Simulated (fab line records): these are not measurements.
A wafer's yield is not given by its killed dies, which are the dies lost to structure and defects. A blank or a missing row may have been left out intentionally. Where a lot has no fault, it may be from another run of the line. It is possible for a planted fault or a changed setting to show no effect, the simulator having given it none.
fab line records	flow n5-finfet
[record] lots = 7	wafers = 39
route steps=1938 shown WELL_APT@26 FIN_SAQP@138 DUMMY_GATE@221 BEOL_M0_SAQP@636 BEOL_M0@721 BEOL_M2@883 BEOL_M4@1111
start-h: the number of hours between the record's first day and the start of the first shown wafer of the lot	wait-h: hours from the lot's prior step to this one	" same as the row above	L1.1+2: one row covering several wafers at once	- no value present, or no start provided	* or withheld: withheld	< > ~ a bound
route shown NAME@n: NAME is a module with steps in the file, n the number in the route of the first one	usual: average and standard deviation across the fault-free wafers	same: alike in all rows	chamber/n: place in a boat	sites: the reading at each site	_std_site: how widely they spread, as a standard deviation	_edge_site: mean of outer sites minus mean of inner sites	radius-mm: for every site, how far away it sits from the centre of the wafer	mask NAME#n: copy n	behind: the last tool/chamber to shape the wafer	hold: what put the lot on hold/how long, in hours/how the hold closed	device: the n, p or np transistor that did not switch	end of line: tests of these same wafers at the route's end	where a step has no rows: the recipe by itself	killed: count of dies lost to structure and defects at first sort (not the wafer's yield)	map: a wafer's dies, x killed, . not, _ none there
set.NAME: the setting the step ran with; set.NAME@STEP: the setting that earlier step ran with	model.NAME: the simulator's own value behind a step, which no gauge read
lots whose settings were changed on purpose; a table a step, a row a wafer
[[steps]]
[step N5_WELL_APT_DEVELOP_07]
[recipe] develop-time-s = 45	rinse-liquid = surfactant-rinse	dry = air-spin	dev-temp-c = 21
[step N5_FIN_SAQP_SPACER2_ALD_28]
[recipe] material = SiO2	target-thk-a = 81	temp-c = 300	ald-precursor-family = BDEAS	ald-co-reactant = O2-plasma	pulse-time-s = 1	purge-time-s = 2	co-reactant-purge-time-s = 2	pressure-torr = 2
[step N5_DUMMY_GATE_PECVD_30]
[recipe] material = SiO2	target-thk-a = 550	temp-c = 400	precursor = TEOS/O2	pressure-torr = 6.5	rf-w = withheld	teos-flow-sccm = withheld	gas = O2	flow-sccm = 2650	time-s = 10.8
[step N5_BEOL_M0_SAQP_PECVD_96]
[recipe] material = a-Si	target-thk-a = 450	temp-c = 350	precursor = SiH4/He	pressure-torr = 3	rf-w = 100	time-s = 45.2
[step N5_BEOL_M0_TRENCH_ETCH_107]
[recipe] chemistry = C4F6/O2	target-depth-a = 328	target = SiOC	time-s = 16.4	ion-energy-ev = 250	pressure-mtorr = 30	source-w = 355	bias-w = 185	Ar_flow_sccm = 300	C4F6_flow_sccm = 10	O2_flow_sccm = 10
[step N5_BEOL_M2_ETCHBACK_99]
[recipe] chemistry = CHF3	target = SiO2	target-depth-a = 50	time-s = 10.4	source-w = 215	bias-w = 47	Ar_flow_sccm = 200	CHF3_flow_sccm = 12	ion-energy-ev = 100	pressure-mtorr = 30
[step N5_BEOL_M4_RC_MEAS_101]
[usual] DIBL_N = 36.3/1.6	DIBL_P = 36.5/1.6	VT_N_LVT = 98.2/2.8	VT_P_LVT = -98.5/3
lot.wafer	tool	chamber	start-h	wait-h	set.develop-time-s@WELL_APT_DEVELOP_07	set.target-thk-a@FIN_SAQP_SPACER2_ALD_28	set.time-s@DUMMY_GATE_PECVD_30	set.time-s@BEOL_M0_SAQP_PECVD_96	set.target-depth-a@BEOL_M0_TRENCH_ETCH_107	set.time-s@BEOL_M2_ETCHBACK_99	DIBL_N[mV/V]	DIBL_P[mV/V]	VT_N_LVT[mV]	VT_P_LVT[mV]
L075.4	prober-01	0	193.59	0.5	45	81	10.8	45.2	328	10.4	39.7	39.5	93.2	-93.9
L075.5	"	0	"	"	45	81	10.8	45.2	328	10.4	38.1	38.0	97.3	-96.9
L075.6	"	0	"	"	45	81	10.8	45.2	328	10.4	38.2	38.0	95.2	-96.2
L079.1	prober-02	0	208.22	0.0	45	81	10.8	45.2	136	10.4	37.1	37.4	96.6	-101.2
L079.2	"	0	"	"	45	81	10.8	61.13	136	8.05	36.9	37.9	95.9	-100.0
L079.3	"	0	"	"	45	60.19	14.96	61.13	328	10.4	23.9	20.2	126.6	-118.7
L079.4	"	0	"	"	45	81	14.96	61.13	328	8.05	35.6	36.5	97.6	-101.1
L079.5	"	0	"	"	45	60.19	14.96	45.2	136	10.4	24.7	21.2	126.3	-118.2
L079.6	"	0	"	"	45	60.19	10.8	45.2	328	8.05	23.3	19.3	127.1	-119.8
L083.1	prober-02	0	234.64	0.0	45	81	10.8	55.01	204.2	10.4	38.6	37.4	95.7	-97.7
L083.2	"	0	"	"	65.6	42.85	4.443	45.2	204.2	5.563	14.9	5.5	150.4	-129.5
L083.3	"	0	"	"	65.6	81	10.8	45.2	328	5.563	37.5	36.7	96.1	-97.4
L083.4	"	0	"	"	45	42.85	4.443	55.01	204.2	10.4	14.2	4.0	152.6	-132.9
L083.5	"	0	"	"	45	81	4.443	45.2	328	10.4	39.4	38.2	93.3	-94.4
L083.6	"	0	"	"	65.6	42.85	10.8	55.01	328	5.563	15.1	5.4	150.4	-130.4
L082.1	prober-01	0	235.10	0.0	45	81	10.8	45.2	328	10.4	34.5	35.3	101.5	-104.4
L082.2	"	0	"	"	45	81	7.147	45.2	328	10.4	36.2	37.9	98.9	-100.8
L082.3	"	0	"	"	29.85	114.3	10.8	45.2	328	10.4	53.9	61.7	55.2	-74.1
L082.4	"	0	"	"	29.85	114.3	10.8	45.2	328	10.4	54.8	64.4	50.7	-73.0
L082.5	"	0	"	"	45	114.3	7.147	45.2	328	10.4	54.9	62.9	51.9	-73.1
L082.6	"	0	"	"	29.85	81	7.147	45.2	328	10.4	34.8	35.3	100.0	-103.8
L084.1	prober-02	0	254.38	0.0	56.26	81	6.614	45.2	328	12.79	35.7	36.2	97.1	-96.2
L084.2	"	0	"	"	45	57.88	10.8	26.48	328	10.4	21.0	16.0	133.8	-118.8
L084.3	"	0	"	"	56.26	57.88	10.8	45.2	469.9	10.4	20.5	15.5	132.7	-118.7
L084.4	"	0	"	"	45	81	10.8	45.2	469.9	12.79	36.0	36.5	96.7	-95.4
L084.5	"	0	"	"	56.26	81	6.614	26.48	469.9	12.79	35.3	35.6	99.4	-96.9
L084.6	"	0	"	"	45	57.88	6.614	26.48	328	10.4	22.3	17.5	132.0	-117.1
L089.1	prober-02	0	266.32	0.0	45	37.5	15.47	45.2	174.3	12.48	6.2	-3.2	167.5	-143.9
L089.2	"	0	"	"	45	81	15.47	45.2	328	12.48	36.1	36.6	98.8	-101.4
L089.3	"	0	"	"	52.18	81	15.47	45.2	174.3	10.4	36.2	35.8	101.5	-101.5
L089.4	"	0	"	"	52.18	37.5	10.8	45.2	328	12.48	8.7	-0.7	163.5	-139.1
L089.5	"	0	"	"	45	81	10.8	45.2	328	10.4	34.4	35.1	102.9	-102.5
L089.6	"	0	"	"	52.18	37.5	10.8	45.2	174.3	10.4	7.3	-2.3	164.8	-143.0
L093.1	prober-01	0	307.17	0.0	45	81	10.8	35.8	265.7	10.4	35.5	36.1	102.6	-96.4
L093.2	"	0	"	"	35	116.8	10.8	45.2	265.7	10.4	57.1	65.5	48.5	-63.9
L093.3	"	0	"	"	35	116.8	10.8	35.8	328	10.4	56.4	64.7	50.9	-63.7
L093.4	"	0	"	"	45	116.8	5.607	45.2	328	10.4	57.1	64.5	51.7	-65.6
L093.5	"	0	"	"	35	81	5.607	45.2	265.7	10.4	33.1	33.0	104.4	-98.4
L093.6	"	0	"	"	45	81	5.607	35.8	328	10.4	34.3	33.9	102.5	-97.5
[[key]]
[split] step = N5_WELL_APT_DEVELOP_07	setting = develop-time-s	stated-as = 45
response none clear
[split] step = N5_FIN_SAQP_SPACER2_ALD_28	setting = target-thk-a	stated-as = 81
[response] step = N5_BEOL_M4_RC_MEAS_101	reading = VT_N_LVT	slope = -1.19	per = 1%	together-with = all	explained = 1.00
[response] step = N5_BEOL_M4_RC_MEAS_101	reading = DIBL_P	slope = +0.688	per = 1%	together-with = all	explained = 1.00
[response] step = N5_BEOL_M4_RC_MEAS_101	reading = DIBL_N	slope = +0.507	per = 1%	together-with = all	explained = 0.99
[response] step = N5_BEOL_M4_RC_MEAS_101	reading = VT_P_LVT	slope = +0.741	per = 1%	together-with = all	explained = 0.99
[split] step = N5_DUMMY_GATE_PECVD_30	setting = time-s	stated-as = 10.8
response none clear
[split] step = N5_BEOL_M0_SAQP_PECVD_96	setting = time-s	stated-as = 45.2
response none clear
[split] step = N5_BEOL_M0_TRENCH_ETCH_107	setting = target-depth-a	stated-as = 328
response none clear
[split] step = N5_BEOL_M2_ETCHBACK_99	setting = time-s	stated-as = 10.4
response none clear
